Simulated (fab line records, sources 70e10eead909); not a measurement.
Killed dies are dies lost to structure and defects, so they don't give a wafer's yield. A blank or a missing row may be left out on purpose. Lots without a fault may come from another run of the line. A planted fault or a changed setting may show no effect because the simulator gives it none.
Which tool did it? | flow nand_harc | 13 lots, 39 wafers sampled, at 6 steps of a route of 1302

WHAT THE GAUGES READ, wafer by wafer
NHARC_A_BLC_CD_MEAS_10: target cd 100 nm. Usual: cd_nm 100.1 nm, standard deviation 0.55.
lot  | measured     | on        | cd_nm (nm)        | flag
L690 | day 23 04:37 | cd_sem-02 | 100.1 99.9 99.9   |
L689 | day 23 05:21 | cd_sem-03 | 99.5 99.5 99.6    |
L691 | day 23 10:34 | cd_sem-02 | 99.8 99.9 100.0   |
L695 | day 25 00:49 | cd_sem-02 | 100.7 100.3 100.7 |
L694 | day 25 06:54 | cd_sem-03 | 99.5 100.0 99.0   |
L696 | day 25 09:12 | cd_sem-02 | 100.5 101.0 101.4 |
L697 | day 26 02:29 | cd_sem-01 | 100.6 100.8 100.4 |
L698 | day 26 03:04 | cd_sem-01 | 100.2 100.5 99.6  |
L705 | day 28 19:52 | cd_sem-02 | 98.4 100.7 99.5   |
L706 | day 30 10:51 | cd_sem-03 | 98.4 100.2 98.2   |
L710 | day 31 06:40 | cd_sem-03 | 100.6 99.5 100.5  |
L709 | day 31 10:57 | cd_sem-01 | 99.3 100.4 99.8   |
L712 | day 32 09:41 | cd_sem-02 | 99.6 100.3 99.7   |

NHARC_A_BLC_CD_MEAS_19. Usual: cd_nm 100.2 nm, standard deviation 1.5.
lot  | measured     | on        | cd_nm (nm)        | flag
L690 | day 23 05:58 | cd_sem-03 | 101.7 101.6 101.0 |
L689 | day 23 06:31 | cd_sem-03 | 102.5 101.8 101.0 |
L691 | day 23 11:44 | cd_sem-03 | 100.9 98.9 100.6  |
L695 | day 25 02:09 | cd_sem-01 | 102.4 100.0 101.1 |
L694 | day 25 08:14 | cd_sem-01 | 101.5 102.7 98.0  |
L696 | day 25 10:32 | cd_sem-03 | 101.9 102.4 102.7 |
L697 | day 26 03:49 | cd_sem-03 | 100.6 100.7 101.6 |
L698 | day 26 04:13 | cd_sem-01 | 101.7 99.8 102.0  |
L705 | day 28 21:01 | cd_sem-03 | 99.1 100.0 98.2   |
L706 | day 30 12:01 | cd_sem-01 | 97.4 98.2 96.1    |
L710 | day 31 07:49 | cd_sem-02 | 101.0 101.1 101.8 |
L709 | day 31 12:07 | cd_sem-01 | 98.8 100.0 100.0  |
L712 | day 32 10:50 | cd_sem-02 | 102.8 101.5 102.0 |

NHARC_END_SORT_01. Usual: killed_at_array 54, standard deviation 20; killed_at_other 0.9, standard deviation 1.1; killed_at_periphery 3.8, standard deviation 2.4; killed_dies 58, standard deviation 20; killed_open 3.5, standard deviation 1.9; killed_short 2.5, standard deviation 1.6.
lot  | measured     | on        | killed_at_array | killed_at_other | killed_at_periphery | killed_dies | killed_open | killed_short | flag
L689 | day 25 00:17 | prober-01 | 38 30 13        | 1 1 1           | 2 2 2               | 41 33 16    | 3 3 2       | 3 2 1        |
L695 | day 26 17:11 | prober-02 | 64 67 64        | 0 1 1           | 4 2 4               | 68 70 69    | 5 3 1       | 5 3 3        |
L694 | day 27 02:30 | prober-01 | 47 82 64        | 0 1 1           | 5 3 4               | 52 86 69    | 0 3 6       | 5 4 3        |
L696 | day 27 09:32 | prober-01 | 35 34 43        | 0 1 1           | 7 3 4               | 42 38 48    | 6 3 1       | 2 2 2        |
L697 | day 27 22:56 | prober-02 | 62 37 54        | 0 0 0           | 2 5 4               | 64 42 58    | 3 7 6       | 2 4 3        |
L698 | day 27 21:20 | prober-01 | 64 60 46        | 2 1 2           | 6 3 3               | 72 64 51    | 2 2 5       | 1 4 1        |
L705 | day 30 16:07 | prober-02 | 59 25 43        | 0 0 0           | 6 5 2               | 65 30 45    | 7 5 4       | 2 0 4        |
L706 | day 32 05:36 | prober-01 | 53 29 31        | 0 0 2           | 4 6 3               | 57 35 36    | 2 2 2       | 6 1 6        |

WHICH TOOL RAN EACH LOT (tool, then ch and the chambers of the sampled wafers, then the start)
lot  | NHARC_A_CONTACT_ETCH_139             | NHARC_A_CONTACT_ALD_18              | NHARC_A_BLC_EXPOSE_07
L690 | har_cap_etch-02 ch 0,1, day 23 00:58 | ald_metal-03 ch 0,3, day 23 02:37   | arfi_scanner-02 ch 0, day 23 04:29
L689 | har_cap_etch-03 ch 0,1, day 23 01:21 | ald_metal-03 ch 0,1,3, day 23 03:08 | arfi_scanner-01 ch 0, day 23 05:13
L691 | har_cap_etch-01 ch 0,1, day 23 06:59 | ald_metal-01 ch 0,1,3, day 23 08:42 | arfi_scanner-01 ch 0, day 23 10:25
L695 | har_cap_etch-02 ch 0,1, day 24 14:36 | ald_metal-02 ch 1,2, day 24 22:49   | arfi_scanner-02 ch 0, day 25 00:40
L694 | har_cap_etch-01 ch 0,1, day 25 03:04 | ald_metal-01 ch 2,3, day 25 05:01   | arfi_scanner-03 ch 0, day 25 06:46
L696 | har_cap_etch-03 ch 0, day 25 05:32   | ald_metal-02 ch 0,2,3, day 25 07:16 | arfi_scanner-01 ch 0, day 25 09:04
L697 | har_cap_etch-02 ch 0,1, day 25 22:29 | ald_metal-03 ch 1,2,3, day 26 00:29 | arfi_scanner-03 ch 0, day 26 02:21
L698 | har_cap_etch-01 ch 0,1, day 25 23:12 | ald_metal-02 ch 0,2,3, day 26 01:02 | arfi_scanner-02 ch 0, day 26 02:56
L705 | har_cap_etch-02 ch 0,1, day 28 16:17 | ald_metal-01 ch 2,3, day 28 18:00   | arfi_scanner-02 ch 0, day 28 19:44
L706 | har_cap_etch-01 ch 0,1, day 30 07:13 | ald_metal-02 ch 0,1,3, day 30 09:01 | arfi_scanner-02 ch 0, day 30 10:43
L710 | har_cap_etch-01 ch 0,1, day 31 02:50 | ald_metal-03 ch 1,2, day 31 04:40   | arfi_scanner-03 ch 0, day 31 06:32
L709 | har_cap_etch-01 ch 1, day 31 07:16   | ald_metal-02 ch 1,2, day 31 08:56   | arfi_scanner-01 ch 0, day 31 10:49
L712 | har_cap_etch-02 ch 0,1, day 32 06:01 | ald_metal-01 ch 0,1,2, day 32 07:44 | arfi_scanner-03 ch 0, day 32 09:33
- NHARC_A_CONTACT_ETCH_139: etches the open film in C4F8/O2/Ar, time 195 s, target depth 840 nm.
- NHARC_A_CONTACT_ALD_18: deposits TiN, target thk 3 nm, pulse time 1 s, ald cycles 150.
- NHARC_A_BLC_EXPOSE_07: exposes mask A BLC, target cd 100 nm.

WHAT THE TOOLS THEMSELVES READ (means of the sampled wafers that have a number; where no wafer has one, the mark that the record gives instead)
NHARC_A_CONTACT_ALD_18. Usual: heater_power_w 1097 W, standard deviation 100; precursor_pulse_height_rel 0.997, standard deviation 0.022.
lot  | tool         | heater_power_w (W) | precursor_pulse_height_rel | flag
L690 | ald_metal-03 | 1130               | 0.988                      |
L689 | ald_metal-03 | 1101               | 0.999                      |
L691 | ald_metal-01 | 1136               | 0.983                      |
L695 | ald_metal-02 | 1068               | 1.001                      |
L694 | ald_metal-01 | 1232               | 0.990                      |
L696 | ald_metal-02 | 991                | 0.983                      |
L697 | ald_metal-03 | 1189               | 0.988                      |
L698 | ald_metal-02 | 993                | 1.003                      |
L705 | ald_metal-01 | 1200               | 0.998                      |
L706 | ald_metal-02 | 1022               | 0.998                      |
L710 | ald_metal-03 | 1161               | 1.010                      |
L709 | ald_metal-02 | 1072               | 0.994                      |
L712 | ald_metal-01 | 1138               | 1.000                      |

THE ANSWER, worked out from the rows above alone
Rule: a lot is off if the mean of its wafers that have a number lies more than 3 standard deviations from the usual mean. A lot without any number at a reading at which 4 lots or more have one is off too. The other lots that the step has rows for count as sound. The gauges are gone through in route order, then the tools' own readings, and for those a lot's mean is taken as printed above. The first step at which some lot is off is used, and at that step the reading that is off furthest; a lot without a number counts as furthest.
No lot is off at any reading shown: from this, nothing can be told.

WHAT THE SIMULATOR HAD PUT IN
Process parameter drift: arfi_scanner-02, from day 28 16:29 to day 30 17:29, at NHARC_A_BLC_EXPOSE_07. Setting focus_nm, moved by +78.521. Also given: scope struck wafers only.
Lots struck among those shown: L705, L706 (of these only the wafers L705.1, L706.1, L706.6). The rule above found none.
